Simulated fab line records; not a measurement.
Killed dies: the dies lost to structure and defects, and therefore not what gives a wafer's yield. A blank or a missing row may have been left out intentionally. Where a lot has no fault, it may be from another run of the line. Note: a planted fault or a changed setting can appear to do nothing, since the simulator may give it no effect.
Split-lot study | flow n5Finfet | 7 lots, 21 wafers read, on a route of 1938 steps

== ON THE SPLIT ==
At N5_SD_EPI_N_ETCH_35 (etches SOC in N2/H2, overetch 108 nm, time 486 s), the setting timeS was moved away from the recipe's 486 s on 3 of the 21 wafers read, by -21.0% to +19.7%. All remaining wafers had this setting at the recipe value.

The reading is taken at the split's own step.

== THE READING ==
SiARC_of_SD_EPI_N_COAT_33.thkNm (the simulator's own value, which no gauge read), in nm, at N5_SD_EPI_N_ETCH_35 (etches SOC in N2/H2, overetch 108 nm, time 486 s). There is no usual value for it anywhere in the file. Across the 18 wafers here that went through the recipe, the average is 19.6 nm and the standard deviation 0.62 nm.

wafer  | tool, chamber at the split | timeS as run, s | against the recipe | SiARC_of_SD_EPI_N_COAT_33.thkNm, nm | against lot-mates on the recipe
L074.1 | rieDiel-05, 2              | 486             | recipe             | 19.8                                | -
L074.5 | rieDiel-05, 0,1            | 486             | recipe             | 18.4                                | -
L074.6 | rieDiel-05, 0,1            | 486             | recipe             | 18.4                                | -
L076.1 | rieDiel-02, 0              | 486             | recipe             | 18.6                                | -
L076.5 | rieDiel-02, 0              | 486             | recipe             | 19.8                                | -
L076.6 | rieDiel-02, 3              | 384             | -21.0%             | 21.8                                | +2.6
L084.1 | rieDiel-04, 1              | 486             | recipe             | 19.8                                | -
L084.6 | rieDiel-04, 1              | 486             | recipe             | 19.8                                | -
L084.3 | rieDiel-04, 0              | 486             | recipe             | 20                                  | -
L085.1 | rieDiel-05, 3              | 581.9           | +19.7%             | 17                                  | -2.8
L085.5 | rieDiel-05, 2              | 486             | recipe             | 19.8                                | -
L085.6 | rieDiel-05, 1              | 581.9           | +19.7%             | 16.8                                | -3.0
L087.1 | rieDiel-02, 1              | 486             | recipe             | 20.2                                | -
L087.2 | rieDiel-02, 0              | 486             | recipe             | 19.8                                | -
L087.3 | rieDiel-02, 2              | 486             | recipe             | 21                                  | -
L089.4 | rieDiel-02, 2              | 486             | recipe             | 19.2                                | -
L089.5 | rieDiel-02, 1              | 486             | recipe             | 19.6                                | -
L089.6 | rieDiel-02, 0              | 486             | recipe             | 20                                  | -
L094.2 | rieDiel-04, 0,0,1          | 486             | recipe             | 19.8                                | -
L094.5 | rieDiel-04, 0,0,1          | 486             | recipe             | 19.8                                | -
L094.6 | rieDiel-04, 0,0,1          | 486             | recipe             | 19.8                                | -
Where a row lists several chambers, the file gives one row for several wafers and doesn't say which wafer went through which chamber.

THE FIT
A straight line over all 21 wafers: SiARC_of_SD_EPI_N_COAT_33.thkNm changes by -0.125 nm for each +1% of timeS; r = -0.85; the points scatter about the line by 0.62 nm.
The same after taking each lot's own level away (the mean of its wafers on the recipe; 21 wafers): -0.138 nm for each +1%; r = -0.94; scatter 0.41 nm.
On that fit, the largest move of timeS shifts the reading by 2.9 nm.
Across the lots, their own levels run from 18.87 to 20.33 nm, a range of 2.4 times the standard deviation given above.
Hence the lot-to-lot level has little effect on the slope; both slopes agree.
Check: for one of the wafers moved furthest among these (-21.0%), held out of the fit, the line's prediction against its lot-mates is +3.08 nm. It came out at +2.6 nm against them.

== FURTHER SPLITS ON THESE WAFERS ==
These wafers also went through other splits before the reading. Each is held against what the fit with the lots' levels taken away leaves over:
other split on the same wafers | wafers away from the commonest value | r with SiARC_of_SD_EPI_N_COAT_33.thkNm (lot level and that fit taken away)
N5_SD_EPI_N_COAT_33 spinRpm    | 7                                    | -0.65

== THE WHOLE CHAIN: every reading that the file lists as answering this split, in the file's order ==
step                    | what it does                                                | reading                                                                          | change (the file's fit)                                                                | r (the file's)
N5_SD_EPI_N_ETCH_35     | etches SOC in N2/H2, overetch 108 nm, time 486 s            | SiARC_of_SD_EPI_N_COAT_33.thkNm (the simulator's own value, which no gauge read) | -0.135 nm for each +1% of the setting                                                  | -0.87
N5_SD_EPI_N_ETCHBACK_44 | etches SiNx in CH3F/O2, stops on SiO2, target depth 14.5 nm | SiARC_of_SD_EPI_N_COAT_33.thkNm (the simulator's own value, which no gauge read) | -0.152 nm for each +1% of the setting, in a fit together with spinRpm@SD_EPI_N_COAT_33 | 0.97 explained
N5_SD_EPI_N_ETCH_16     | etches SiO2 in CHF3/O2, target depth 5 nm                   | SiARC_of_SD_EPI_N_COAT_33.thkNm (the simulator's own value, which no gauge read) | -0.154 nm for each +1% of the setting, in a fit together with spinRpm@SD_EPI_N_COAT_33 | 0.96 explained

== FILE'S OWN FIT ==
SiARC_of_SD_EPI_N_COAT_33.thkNm changes by -0.135 nm for each +1% of timeS, r = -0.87.
